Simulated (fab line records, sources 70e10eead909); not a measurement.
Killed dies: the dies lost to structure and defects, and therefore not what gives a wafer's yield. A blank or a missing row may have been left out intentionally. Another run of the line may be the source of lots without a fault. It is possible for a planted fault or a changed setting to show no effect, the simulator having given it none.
A lot that was struck, set against a sound lot	flow nandHarc	15 steps out of a route of 1159
Sound: wafers L569.1, L569.5, L569.6. Wafers struck: L563.1, L563.3, L563.6. The cause is given at the end.
For every step that has rows: the tool of each side, followed by ch and its chambers, followed by its first start. Under that, the readings that differ: sound wafers	struck wafers	difference of the means	sigmas: that difference in standard deviations of wafers without a fault.
alike: readings whose means differ by less than 2 such deviations, and words and numbers that are the same on both sides. not compared: withheld readings, readings that some wafer has no value for, bounds like >300 that may hide the same value, and numbers for which the record gives no deviation and whose values overlap.
The two part at a step that has a row with sigmas, a row that says differs or no value, or rows on one side only. Non-overlapping numbers with no deviation appear without sigmas and do not part them. A reading missing from all wafers of one side parts the sides only when that side holds two or more wafers.

NHARC_P_CONTACT_INSPECT_14:
  sound on defectInspect-02, day 10 18:16; struck on defectInspect-02, day 8 23:40
  alike: rawDefectCount
then, 2 steps without rows for these wafers: NHARC_P_CONTACT_DESCUM_17 (chemistry O2, time 3 s); NHARC_P_CONTACT_ETCH_35 (etches the open film in CF4, target depth 39 nm, time 65 s).
NHARC_P_CONTACT_ETCH_36: etches the open film in N2/H2, target depth 260 nm, time 406.25 s.
  sound: rieDiel-02 ch 0,1,2; struck: rieDiel-01 ch 0,1,2
  alike: biasW, drypumpMotorCurrentA, n2FlowSccm, oesProductAu, rfVppV, showerheadPlenumPTorr, throttleValvePct
  not compared: rfHoursCounterH
NHARC_P_CONTACT_ETCH_18: etches the open film in C4F8/O2/Ar, target depth 481 nm, time 240.5 s.
  sound: rieDiel-02 ch 1,2,3; struck: rieDiel-01 ch 1,2,3
  alike: biasW, oesProductAu, rfVppV
  not compared: rfHoursCounterH
then, 1 step without rows for these wafers: NHARC_P_CONTACT_STRIP_37 (strips in C4F8/O2/Ar).
NHARC_P_CONTACT_ETCH_31: etches the open film in CH3F/O2, target depth 30 nm, time 85.7 s.
  sound: rieDiel-02 ch 0,3; struck: rieDiel-01 ch 0,1
  alike: biasW, drypumpMotorCurrentA, oesProductAu, rfVppV, showerheadPlenumPTorr, throttleValvePct
  not compared: rfHoursCounterH
NHARC_P_CONTACT_CD_MEAS_19:
  sound on cdSem-01, day 10 19:12; struck on cdSem-02, day 9 00:37
  alike: cdNm
NHARC_P_CONTACT_STRIP_28: strips in O2.
  sound on rieDiel-12 ch 0,2,3, day 10 19:19; struck on rieDiel-12 ch 1,3, day 9 00:42
  alike: drypumpMotorCurrentA, oesProductAu, rfVppV, showerheadPlenumPTorr, throttleValvePct
  not compared: rfHoursCounterH
then, 3 steps without rows for these wafers: NHARC_P_CONTACT_STRIP_29 (strips in post etch residue remover, time 1200 s); NHARC_P_CONTACT_DEGAS_38 (time 60 s); NHARC_P_CONTACT_PRE_CLEAN_39 (time 19.5 s).
NHARC_P_CONTACT_PVD_32: deposits Ti, target thk 5 nm, time 17.7 s.
  sound on pvdSputter-02, day 10 20:03; struck on pvdSputter-03, day 9 01:43
  alike: throttleValvePct
NHARC_P_CONTACT_ALD_22: deposits TiN, target thk 3 nm, pulse time 1 s, ald cycles 150.
  sound on aldMetal-02 ch 0,1,2, day 10 20:12; struck on aldMetal-03 ch 0,2,3, day 9 01:52
  alike: heaterPowerW, precursorPulseHeightRel, susceptorTempC
after that, 1 step had no rows for these wafers: NHARC_END_SORT_01.

== WHERE THEY PART ==
Nowhere in this record.

WHY: what the simulator had put in
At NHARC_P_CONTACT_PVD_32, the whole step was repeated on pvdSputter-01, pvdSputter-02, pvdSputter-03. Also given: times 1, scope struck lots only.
